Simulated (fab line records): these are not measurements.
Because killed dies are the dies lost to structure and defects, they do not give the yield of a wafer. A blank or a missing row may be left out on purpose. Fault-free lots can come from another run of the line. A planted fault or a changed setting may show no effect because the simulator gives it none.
A struck lot beside a sound one :: flow n5-finfet :: 14 out of 1938 route steps
Sound: these wafers, L974.1, L974.3, L974.6. Struck: wafers L968.1, L968.2, L968.4. At the end, the cause is stated.
At each step with rows: each side's tool, then ch and its chambers, then its first start. Under that, the readings that differ: sound wafers :: struck wafers :: difference of the means :: sigmas: that difference in standard deviations of wafers without a fault.
alike: readings with means less than 2 such deviations apart, plus words and numbers identical on both sides. not compared: withheld readings, readings lacking a value on some wafer, bounds such as >300 that could conceal the same value, and numbers that have no deviation in the record and whose values overlap.
A row with sigmas, a row that says differs or no value, or rows on one side alone: a step with any of these is where the two part. Numbers that have no deviation but don't overlap get no sigmas and don't part them. A reading that every wafer of one side lacks parts them only if that side has two wafers or more.

N5_ZERO_LAYER_DESCUM_16: chemistry O2, time 7.9 s.
  sound on rie-diel-06 ch 0,1,2, day 4 18:41; struck on rie-diel-05 ch 0,2,3, day 3 06:49
  alike: chamber-pressure-mTorr, drypump-motor-current-A, oes-product-au, rf-vpp-V, showerhead-plenum-p-Torr, throttle-valve-pct
  not compared: rf-hours-counter-h
N5_ZERO_LAYER_ETCH_17: etches SiO2 in CF4, target depth 12 nm, time 13.3 s.
  sound on rie-diel-06 ch 0,1,2, day 4 18:44; struck on rie-diel-05 ch 0,2,3, day 3 06:52
  alike: cf4-flow-sccm, chamber-pressure-mTorr, drypump-motor-current-A, oes-product-au, rf-vpp-V, showerhead-plenum-p-Torr, throttle-valve-pct
  not compared: rf-hours-counter-h
N5_ZERO_LAYER_ETCH_18: etches Si in HBr/Cl2, target depth 120 nm, time 40 s.
  sound on rie-si-01 ch 1,3, day 4 18:48; struck on rie-si-02 ch 1,2,3, day 3 06:56
  alike: chamber-pressure-mTorr, drypump-motor-current-A, oes-product-au, throttle-valve-pct
  not compared: rf-hours-counter-h
N5_ZERO_LAYER_STRIP_24: strips in O2.
  sound on plasma-asher-01 ch 0,1, day 4 18:55; struck on plasma-asher-02 ch 0,1, day 3 07:02
  alike: chamber-pressure-mTorr, drypump-motor-current-A, heater-power-w, oes-product-au, strip-time-to-endpoint-s
  not compared: rf-hours-counter-h
then, 1 step without rows for these wafers: N5_ZERO_LAYER_STRIP_19 (strips in SPM, time 900 s).
N5_ZERO_LAYER_INSPECT_20: inspects for defects (darkfield).
  sound on defect-inspect-01 at day 4 19:16; struck on defect-inspect-01 at day 3 07:23
reading: raw-defect-count
sound: 75 86 88
struck: 44 40 42
difference: -41
sigmas: -2
then, 6 steps without rows for these wafers: N5_WELL_APT_HMDS_01 (time 60 s); N5_WELL_APT_COAT_02 (resist thk 950 nm); N5_WELL_APT_EBR_04; N5_WELL_APT_SOFTBAKE_03 (time 60 s); N5_WELL_APT_EXPOSE_05 (exposes mask NWELL, defocus 0 nm, target cd 200 nm); N5_WELL_APT_PEB_06 (peb time 90 s).
N5_WELL_APT_DEVELOP_07: develop time 45 s.
  sound on litho-track-05 ch 0, day 4 19:35; struck on litho-track-03, day 3 07:35
  no value came back on the struck wafers for chill-plate-temp-C (C), develop-time-s (s), developer-temp-C (C); on the sound wafers chill-plate-temp-C (C) reads 23.06 23.05 23.11
reading: model.coat_of_WELL_APT_COAT_02.thk-nm (nm)
sound: 939.8 940.7 940.1
struck: 950.6 948.6 949.3
difference: +9.3
sigmas: 
then, 1 step without rows for these wafers: N5_WELL_APT_HARDBAKE_12 (time 120 s).

WHERE THEY PART
First at N5_ZERO_LAYER_INSPECT_20; last, within this record, at N5_WELL_APT_DEVELOP_07.

WHY: whatever the simulator had introduced
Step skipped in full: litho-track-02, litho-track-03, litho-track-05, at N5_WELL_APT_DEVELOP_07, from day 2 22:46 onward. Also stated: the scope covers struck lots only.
